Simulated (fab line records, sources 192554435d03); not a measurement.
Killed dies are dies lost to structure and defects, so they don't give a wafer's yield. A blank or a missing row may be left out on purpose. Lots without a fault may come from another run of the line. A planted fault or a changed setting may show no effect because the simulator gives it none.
fab line records | flow n5_finfet
record lots=4 wafers=12 last_day=17
route steps=1938 shown PMOS_HMC_CHANNEL_EPI@78 FIN_SAQP@90 FIN_CUT@165 BEOL_M4@1111 PASSIVATION@1936
lots that met no fault: from a run of the same line without faults
start_h: hours from the record's first day to the start of the lot's first wafer shown | wait_h: hours since the lot's step before | " the same as in the row above | L1.1+2: a row that stands for several wafers | - no value, or no start given | * or withheld: withheld | < > ~ a bound
route shown NAME@n: a module of which the file shows steps, and the number in the route of the first | usual: mean/standard deviation of fault-free wafers | same: alike in all rows | chamber/n: place in a boat | sites: the reading at each site | _std_site: their standard deviation | _edge_site: outer sites' mean less inner sites' | radius_mm: how far each site lies from the wafer's centre | mask NAME#n: copy n | behind: the tool/chamber that last shaped the wafer | hold: why the lot was held/for how many hours/how that ended | device: the transistor (n, p or np) that didn't switch | end of line: the same wafers' tests at the end of the route | a step without rows: its recipe alone | killed: dies lost to structure and defects at the first sort, not the wafer's yield | map: a wafer's dies, x killed, . not, _ none there
set.NAME: the setting as run; set.NAME@STEP: as run at that earlier step | model.NAME: the simulator's own value behind a step, which no gauge read
lots at some steps of the route; a table a step, a row a wafer
## steps
# step N5_PMOS_HMC_CHANNEL_EPI_EPI_20
# recipe material=SiGe30 mask_material=SiO2 pressure_torr=20 target_thk_a=590 temp_c=600
# step N5_PMOS_HMC_CHANNEL_EPI_HM_STRIP_35
# recipe chemistry=dHF temp_c=25 material=SiO2 target=SiO2 target_depth_a=396 time_s=216
# step N5_PMOS_HMC_CHANNEL_EPI_SRD_39
# recipe dry=ipa_marangoni time_s=30 temp_c=23 rinse_liquid=diw
# step N5_PMOS_HMC_CHANNEL_EPI_CMP_21
# recipe material=SiGe30 post_cmp_clean=alkaline_brush target_thk_nm=54
# step N5_PMOS_HMC_CHANNEL_EPI_PRECLEAN_40
# recipe chemistry=DHF time_s=30 temp_c=25 dilution=withheld
# step N5_PMOS_HMC_CHANNEL_EPI_PRECLEAN_37
# recipe chemistry=O3/DIW time_s=45 temp_c=22 o3_ppm=10
# step N5_PMOS_HMC_CHANNEL_EPI_PRECLEAN_24
# recipe chemistry=DHF time_s=30 temp_c=25 dilution=withheld
# step N5_PMOS_HMC_CHANNEL_EPI_SRD_25
# recipe dry=ipa_marangoni do_ppb=5 time_s=30 temp_c=23 rinse_liquid=diw
# step N5_PMOS_HMC_CHANNEL_EPI_EPI_26
# recipe material=Si target_thk_a=38 temp_c=650 precursor=SiH4/H2 pressure_torr=20 time_s=22.7
# step N5_FIN_SAQP_PRECLEAN_42
# recipe chemistry=O3/DIW time_s=60 temp_c=22 o3_ppm=10
# columns lot.wafer tool chamber start_h wait_h
L490.1+2+5 wet_bench-06 4,1,7 27.37 0.0
L494.3+4+6 wet_bench-06 1,3,4 50.95 0.0
L495.1+4+6 wet_bench-06 0,6,3 57.06 0.0
L510.2+4+6 wet_bench-03 6,2,1 146.76 0.0
# step N5_FIN_SAQP_PRECLEAN_00
# recipe chemistry=SC1 time_s=60 temp_c=55 mix=1:2:50
# step N5_FIN_SAQP_PRECLEAN_44
# recipe chemistry=SC2 time_s=45 temp_c=35 mix=1:1:50
# step N5_FIN_SAQP_SRD_01
# recipe dry=ipa_marangoni time_s=30 temp_c=23 rinse_liquid=diw
# step N5_FIN_SAQP_ALD_61
# recipe material=SiO2 target_thk_a=40 temp_c=300 ald_precursor_family=BDEAS ald_co_reactant=O2-plasma pulse_time_s=1 purge_time_s=2 co_reactant_purge_time_s=2 ald_cycles=43 pressure_torr=2
# step N5_FIN_SAQP_DENSIFY_62
# recipe temp_c=700 time_s=60 ambient=N2 idle_temp_c=600 ramp_up_c_per_s=150 ramp_down_c_per_s=60 cool_to_c=600
# step N5_FIN_SAQP_HM_DEP_03
# recipe material=SiNx target_thk_a=380 temp_c=400 precursor=SiH4/NH3/N2 pressure_torr=1.5 rf_w=300 time_s=33.6
# step N5_FIN_SAQP_PECVD_47
# recipe material=a-Si target_thk_a=450 temp_c=400 precursor=SiH4/He pressure_torr=3 rf_w=100 time_s=36.3
# step N5_FIN_SAQP_PECVD_48
# recipe material=SiNx target_thk_a=250 temp_c=400 precursor=SiH4/NH3/N2 pressure_torr=1.5 rf_w=300 time_s=22.1
# step N5_FIN_SAQP_PECVD_06
# recipe material=a-Si target_thk_a=600 temp_c=400 precursor=SiH4/He pressure_torr=3 rf_w=100 time_s=48.1
# step N5_FIN_SAQP_HM_DEP_72
# recipe material=SiO2 target_thk_a=120 temp_c=400 precursor=SiH4/N2O pressure_torr=0.75 rf_w=275 time_s=7.2
# step N5_FIN_SAQP_COAT_49
# recipe resist=SOC temp_c=250 time_s=60 spin_rpm=1500 resist_thk_nm=100
# step N5_FIN_SAQP_COAT_50
# recipe resist=SiARC temp_c=220 time_s=60 spin_rpm=1500 resist_thk_nm=35
# step N5_FIN_SAQP_COAT_10
# recipe resist=CAR-ArF spin_rpm=1500 resist_thk_nm=90
# step N5_FIN_SAQP_EBR_12
# recipe solvent=PGMEA ebr_width_mm=1.5
# step N5_FIN_SAQP_SOFTBAKE_11
# recipe temp_c=110 time_s=60 resist=CAR-ArF
# step N5_FIN_SAQP_EXPOSE_13
# recipe mask_id=FIN_CORE na=1.35 source_shape=dipole sigma_inner=0.538 sigma_outer=0.738 polarization=te target_cd_nm=35.6 dose_mj=63.25
# step N5_FIN_SAQP_PEB_14
# recipe peb_temp_c=withheld peb_time_s=60 resist=CAR-ArF
# step N5_FIN_SAQP_DEVELOP_15
# recipe develop_time_s=30 developer=TMAH resist=CAR-ArF dev_temp_c=23 rinse_liquid=diw dry=air_spin
# step N5_FIN_SAQP_INSPECT_18
# recipe mode=adi inspect_instrument=brightfield
# usual raw_defect_count=431/120
# columns lot.wafer tool chamber start_h wait_h raw_defect_count
L490.1 defect_inspect-02 - 28.82 0.0 376
L490.2 " - " " 279
L490.5 " - " " 478
L494.3 defect_inspect-02 - 52.37 0.0 1185
L494.4 " - " " 1099
L494.6 " - " " 1153
L495.1 defect_inspect-02 - 58.33 0.0 956
L495.4 " - " " 1014
L495.6 " - " " 983
L510.2 defect_inspect-01 - 148.22 0.0 375
L510.4 " - " " 346
L510.6 " - " " 421
# step N5_FIN_SAQP_DESCUM_21
# recipe chemistry=O2 time_s=7.9 source_power_w=50 bias_power_w=20 pressure_mtorr=20 rf_frequency_hz=2.712e+07 temp_c=40 resist=CAR-ArF o2_flow_sccm=225
# step N5_FIN_SAQP_ETCH_51
# recipe chemistry=CF4 target=SiARC target_depth_a=455 mask_material=CAR-ArF time_s=75.8 ion_energy_ev=80 pressure_mtorr=40 source_w=545 bias_w=36 Ar_flow_sccm=100 cf4_flow_sccm=100 ends=cleared
# step N5_FIN_SAQP_ETCH_52
# recipe chemistry=N2/H2 target=SOC target_depth_a=1000 overetch_a=200 mask_material=SiARC temp_c=40 time_s=150 ion_energy_ev=200 pressure_mtorr=30 source_w=840 bias_w=150 n2_flow_sccm=200 h2_flow_sccm=200 ends=end_point
# step N5_FIN_SAQP_STRIP_53
# recipe chemistry=N2/H2 temp_c=40 n2_flow_sccm=200 h2_flow_sccm=200 rf_frequency_hz=6e+07
# step N5_FIN_SAQP_HM_OPEN_73
# recipe chemistry=CHF3/O2 target=SiO2 stop_on=a-Si target_depth_a=120 over_etch_frac=1.8 mask_material=SOC time_s=16.8 pressure_mtorr=30 source_w=650 bias_w=170 Ar_flow_sccm=200 CHF3_flow_sccm=50 O2_flow_sccm=5 ion_energy_ev=200 ends=end_point
# step N5_FIN_SAQP_STRIP_74
# recipe chemistry=CHF3/O2 resist=SiARC rf_frequency_hz=6e+07
# step N5_FIN_SAQP_INSPECT_40
# recipe inspect_instrument=brightfield mode=aei
# usual raw_defect_count=235/62
# columns lot.wafer tool chamber start_h wait_h raw_defect_count
L490.1 defect_inspect-02 - 33.70 0.0 260
L490.2 " - " " 334
L490.5 " - " " 315
L494.3 defect_inspect-02 - 57.67 0.0 850
L494.4 " - " " 838
L494.6 " - " " 833
L495.1 defect_inspect-02 - 63.47 0.0 899
L495.4 " - " " 852
L495.6 " - " " 800
L510.2 defect_inspect-01 - 152.90 0.0 208
L510.4 " - " " 153
L510.6 " - " " 290
# step N5_FIN_CUT_INSPECT_10
# recipe mode=adi inspect_instrument=brightfield
# usual raw_defect_count=44/12
# columns lot.wafer tool chamber start_h wait_h raw_defect_count
L490.1 defect_inspect-02 - 34.21 0.1 46
L490.2 " - " " 54
L490.5 " - " " 62
L494.3 defect_inspect-02 - 58.06 0.0 670
L494.4 " - " " 645
L494.6 " - " " 656
L495.1 defect_inspect-02 - 63.86 0.1 657
L495.4 " - " " 652
L495.6 " - " " 614
L510.2 defect_inspect-01 - 153.30 0.0 33
L510.4 " - " " 34
L510.6 " - " " 52
# step N5_BEOL_M4_RC_MEAS_101
# usual DIBL_N=37.1/2.4 DIBL_P=37/3 IOFF_N=0.18/0.053 IOFF_P=0.21/0.05 ION_N=674/14 ION_P=459/9.2 SS_N=72.1/0.9 SS_P=73.4/0.89 VT_N=250/3.8 VT_P=-251/3.7
# columns lot.wafer tool chamber start_h wait_h DIBL_N[mV/V] DIBL_P[mV/V] IOFF_N[nA/um] IOFF_P[nA/um] ION_N[uA/um] ION_P[uA/um] SS_N[mV/dec] SS_P[mV/dec] VT_N[mV] VT_P[mV]
L490.1 prober-01 0 182.67 0.0 36.8 36 0.16 0.22 678 461 72.7 73.6 252 -251
L490.2 " 0 " " 40.1 36 0.30 0.23 662 457 75.4 72.7 248 -248
L490.5 " 0 " " 36.4 38 0.15 0.23 674 466 71.4 73.4 253 -247
L494.3 prober-02 0 206.00 0.3 32.0 29 0.08 0.10 628 434 71.0 71.1 261 -260
L494.4 " 0 " " 35.8 34 0.13 0.15 657 442 71.5 72.9 255 -257
L494.6 " 0 " " 35.8 34 0.13 0.14 645 438 71.7 72.4 255 -259
L495.1 prober-01 0 210.22 0.0 36.4 37 0.16 0.19 679 456 71.7 74.1 249 -253
L495.4 " 0 " " 38.1 40 0.20 0.22 691 469 71.4 74.5 247 -251
L495.6 " 0 " " 40.5 42 0.23 0.27 669 456 73.2 75.3 248 -252
L510.2 prober-02 0 309.45 0.2 36.6 37 0.19 0.18 665 444 73.1 73.8 248 -254
L510.4 " 0 " " 32.3 33 0.11 0.14 658 448 70.8 71.9 252 -259
L510.6 " 0 " " 30.6 29 0.09 0.10 637 431 71.0 71.6 257 -261
# step N5_PASSIVATION_PROBE_49
# usual defect_limited_yield=91.6/1.4 killed_at_M0_to_M3=32/9.5 killed_at_M4_up=13/6 killed_at_contacts=12/5.6 killed_at_front_end=39/11 killed_at_other=2.8/2.3 killed_dies=99/16 killed_on_rim=12/3.4 killed_open=65/12 killed_short=32/7.6 sort_bin_5_function=4.8/0.88 sort_bin_6_memory=3.2/0.65 sort_bin_8_speed=0.2/2 sort_n_pass=1077/29 sort_yield_pct=91.2/2.5
# same gross_dies=1180 killed_at_back_side=0 sort_bin_4_leakage[%]=0
# columns lot.wafer tool chamber start_h wait_h defect_limited_yield[%] killed_at_M0_to_M3 killed_at_M4_up killed_at_contacts killed_at_front_end killed_at_other killed_dies killed_on_rim killed_open killed_short sort_bin_5_function[%] sort_bin_6_memory[%] sort_bin_8_speed[%] sort_n_pass sort_yield_pct[%]
L494.3 prober-01 - 318.39 0.1 87.4 22 7 22 95 3 149 24 50 40 7.0 3.9 14.4 861 73.0
L494.4 prober-01 - 318.44 0.2 89.5 19 3 18 80 4 124 28 57 23 6.3 3.1 0 1056 89.5
L494.6 prober-01 - 318.54 0.3 83.3 10 11 4 168 4 197 8 39 21 10.1 3.7 0.6 976 82.7
L495.1 prober-02 - 322.59 0.0 82.4 32 7 8 158 3 208 10 40 35 11.2 3.6 0 972 82.4
L495.4 prober-02 - 322.74 0.2 84.7 32 10 16 120 3 181 29 74 29 10.1 3.4 0 999 84.7
L495.6 prober-02 - 322.84 0.3 90.2 36 4 9 67 0 116 27 56 22 5.5 3.1 0 1064 90.2
# killed by level:class
L494.3 FIN_SAQP:unspecified=56 MOL_CONTACT_COAG:geometric_particle:open=16 GATE_CUT:geometric_particle:short=9 BEOL_M0_SAQP:geometric_particle:open=9 FIN_SAQP:geometric_particle:short=6 MOL_CONTACT_COAG:geometric_particle:short=6 FIN_SAQP:geometric_particle:open=5 BEOL_M0_SAQP:geometric_particle:short=4
L494.4 FIN_SAQP:unspecified=44 MOL_CONTACT_COAG:geometric_particle:open=16 FIN_SAQP:geometric_particle:open=9 BEOL_M3:geometric_particle:open=6 FIN_CUT:geometric_particle:short=4 GATE_CUT:geometric_particle:open=4 GATE_CUT:geometric_particle:short=4 BEOL_M0_SAQP:geometric_particle:short=4
L494.6 FIN_SAQP:unspecified=134 STI_FIN_REVEAL:geometric_particle:open=9 FIN_SAQP:geometric_particle:open=8 FIN_SAQP:geometric_particle:short=7 BEOL_M4:geometric_particle:open=5 MOL_CONTACT_COAG:geometric_particle:open=4 GATE_CUT:geometric_particle:short=3 STARTING-WAFER:geometric_particle:short=3
L495.1 FIN_SAQP:unspecified=131 BEOL_M0_SAQP:geometric_particle:short=13 FIN_SAQP:geometric_particle:open=8 MOL_CONTACT_COAG:geometric_particle:open=7 FIN_SAQP:geometric_particle:short=6 BEOL_M0_SAQP:geometric_particle:open=5 BEOL_M2:geometric_particle:open=5 BEOL_M1:geometric_particle:open=4
L495.4 FIN_SAQP:unspecified=74 MOL_CONTACT_COAG:geometric_particle:open=13 FIN_SAQP:geometric_particle:open=12 FIN_SAQP:geometric_particle:short=10 BEOL_M3:geometric_particle:open=10 DUMMY_GATE:geometric_particle:open=6 BEOL_M2:geometric_particle:open=5 STI_FIN_REVEAL:geometric_particle:open=5
L495.6 FIN_SAQP:unspecified=38 BEOL_M1:geometric_particle:open=13 FIN_SAQP:geometric_particle:open=8 FIN_SAQP:geometric_particle:short=7 MOL_CONTACT_COAG:geometric_particle:open=7 BEOL_M3:geometric_particle:open=6 STI_FIN_REVEAL:geometric_particle:open=4 DUMMY_GATE:geometric_particle:open=3
# map L494.6 (x killed, . not)
_________________............________________
______________..x......x........_____________
___________........................__________
__________..x............x........x._________
________........x........x............_______
_______.............x.x...x.....x......______
______..........x.x...xx.x.............._____
_____.x............xxxxxxxx..............____
____.x.......x.....xxxxxxxx..x..xx........___
___......x......xxxxxxxxx.xx...............__
___..x........xxxxxxxxxxxxxxx..............__
__........x....xxxxxxxxxxxxxxx.x............_
__.x......x.....xxxxxxxxxxxxx..............._
_.............xx.xxxxxxxxxxxx.x.x............
_...x..........xxxxxxxxxxxxxx.x..............
_....x...x.....xxxxxx.xxxxxx.x...x....x......
_..........x....x...xxxxx.x....x.............
_x.................xxxxx..xx.................
_...x...x............x.......................
_....x.........................x..........x..
_..x.............................xx..........
__.................x.x.................x...._
__..........x....................x.......xx._
___......................xx................__
___...xx.......................x...........__
____............................x.x.......___
_____x...................................____
______....x..................x.........._____
_______...x...........x.......x........______
________...........................x.._______
__________........x................._________
___________.................x......__________
______________......x..........._____________
_________________............________________
# map L495.1 (x killed, . not)
_________________............________________
______________......x.........x._____________
___________...x....x.............x.__________
__________.....x...................._________
________.............x................_______
_______.......x..x...........x.........______
______..................x..............._____
_____.............x.......xx.........xx..____
____x......................x..x...........___
___...........x.....x.......x...........x..__
___.....x.x.........x...................x..__
__............x..x..x......................._
__......x.x...xxxxxxxx......x..............._
_.............xxxxxxx......x.x..........x....
_........x..x.xxxxxxxxxxx....................
_........xxxxxxxxxxxxxx.x...........x........
_........x.xxxxxxxxxxxx..............x.......
_........x.xxxxxxxxxxxxx.x......x.x..........
_......xx..xxxxxxxxxxxxx....x...x.x.......x.x
_.xx.....xxxxxxxxxxxxxx.x..........x......x..
_........x.xxxxxxxxxxxx.....................x
__.........xx.xxxxxxxx.....................x_
__..........xxxxxxxx....x.............x....._
___............xxxx.....................x..__
___.........x....x.......x......x.....x....__
____x.......x........x.x..................___
_____.................x.x................____
______.................................._____
_______......x.x.......................______
________..................x..........._______
__________.........................x_________
___________............x.......x...__________
______________.....x............_____________
_________________............________________
## key
first_sign step=N5_FIN_SAQP_INSPECT_18 reading=raw_defect_count direction=up sigmas=5.5 usual=431 struck=1065
effect step=N5_FIN_SAQP_INSPECT_40 reading=raw_defect_count direction=up sigmas=9.8 usual=235 struck=845
effect step=N5_FIN_CUT_INSPECT_10 reading=raw_defect_count direction=up sigmas=51 usual=44 struck=649
effect step=N5_PASSIVATION_PROBE_49 reading=killed_at_front_end direction=up sigmas=7 usual=39 struck=115
more_kills_born_at N5_FIN_SAQP_PRECLEAN_42@wet_bench-06=477
met_at N5_FIN_SAQP_PRECLEAN_42
struck_wafers L494.3,L494.4,L494.6,L495.1,L495.4,L495.6
onset_between 27.37 50.95
fault kind=chamber_particle_source tool=wet_bench-06 chamber=- onset_h=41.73 steps=N5_FIN_SAQP_PRECLEAN_42 rate_per_visit_cm2=0.93135 end_h=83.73
